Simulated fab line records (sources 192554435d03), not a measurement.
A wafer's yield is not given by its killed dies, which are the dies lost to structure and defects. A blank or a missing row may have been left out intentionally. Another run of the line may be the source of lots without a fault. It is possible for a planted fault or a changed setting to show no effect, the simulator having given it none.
A single fault, viewed from 3 desks -- flow n5_finfet -- numbers are kept per desk, each desk with only its own; the story behind them comes last

== THE DEFECT DESK ==
Per lot, the means of the sampled wafers with a number show what the inspections along the route counted. If a lot's mean is further than 4 standard deviations from the usual mean, the lot is out of limits and carries the mark OUT (the distance appears in the brackets).
Columns: A = raw_defect_count at N5_BEOL_M12_INSPECT_55, usual 73
lot,first seen here,A
L247,day 11 15:10,59
L248,day 11 17:56,71
L250,day 12 11:28,74
L254,day 13 10:59,51
L257,day 13 20:20,79
L256,day 13 21:48,74
L260,day 14 16:26,72
L264,day 15 17:25,59
L265,day 15 23:25,92
L262,day 17 06:23,49
Finding of this desk: none of the 10 lots has anything out of limits.

== METROLOGY DESK ==
Means of the sampled wafers that have a number, per lot and without regard to the tool the lot ran on: this is what the gauges read. If a lot's mean is further than 4 standard deviations from the usual mean, the lot is out of limits and carries the mark OUT (the distance appears in the brackets).
Columns: A = M13_ILD_THK at N5_BEOL_M13_THK_MEAS_01, usual 839 nm
lot,first seen here,A
L247,day 11 15:21,843
L248,day 11 18:07,835
L250,day 12 11:39,841
L254,day 13 11:10,756 (-7.6) OUT
L257,day 13 20:32,796
L256,day 13 21:59,752 (-8.0) OUT
L260,day 14 16:38,834
L264,day 15 17:37,852
L265,day 15 23:37,824
L262,day 17 06:34,832
This desk's finding: out of limits on L254, L256; first on L254, day 13 11:10 (M13_ILD_THK at N5_BEOL_M13_THK_MEAS_01). L247, L248, L250, L257, L260, L264, L265, L262: within limits.

== THE TOOL OWNER'S DESK: pecvd-03 ==
The tool's own readings at N5_BEOL_M13_ILD_DEP_00 (deposits SiOC from DEMS/O2, target thk 837.92 nm, time 166.4 s): means of the sampled wafers that have a number, for each lot that ran on this tool. If a lot's mean is further than 4 standard deviations from the usual mean, the lot is out of limits and carries the mark OUT (the distance appears in the brackets).
Columns: A = heater_power_w at N5_BEOL_M13_ILD_DEP_00, usual 474 W; B = rf_fwd_power_W at N5_BEOL_M13_ILD_DEP_00, usual 498.6 W; C = run_length_s at N5_BEOL_M13_ILD_DEP_00, usual 210.9 s; D = showerhead_plenum_p_Torr at N5_BEOL_M13_ILD_DEP_00, usual 5.693 Torr; E = throttle_valve_pct at N5_BEOL_M13_ILD_DEP_00, usual 11.9 %
lot,first seen here,A,B,C,D,E
L247,day 11 15:12,499,499.7,210.6,5.692,12.4
L250,day 12 11:30,471,498.3,210.4,5.697,12.1
L254,day 13 11:04,553,500.0,193.2 (-29) OUT,5.691,11.7
L257,day 13 20:22,545,498.6,198.8 (-20) OUT,5.697,12.0
L256,day 13 21:50,594,498.7,192.8 (-30) OUT,5.692,12.1
Finding of this desk: L254, L256, L257 out of limits; the first was L254 at day 13 11:04, on run_length_s at N5_BEOL_M13_ILD_DEP_00. L247, L250: within limits.

== TAKEN TOGETHER ==
The tool owner's desk had the chance to raise an alarm at day 13 11:04 on L254, L256, L257.
L254, L256 would have let the metrology desk raise an alarm at day 13 11:10.
Nothing the defect desk looked at was out of limits.
The defect desk has L254, L256, L257 on record, within its limits.
The metrology desk holds a record of L257, inside its limits.
On pecvd-03, each named lot ran N5_BEOL_M13_ILD_DEP_00.

== WHAT THE SIMULATOR HAD PUT IN ==
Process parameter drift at N5_BEOL_M13_ILD_DEP_00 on pecvd-03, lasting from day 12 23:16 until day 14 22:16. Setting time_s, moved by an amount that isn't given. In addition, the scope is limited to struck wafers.
Lots struck among those shown: L254, L256, L257.
Hours from the fault's start to each desk's first reading out of limits: the tool owner's desk, 12; the metrology desk, 12.
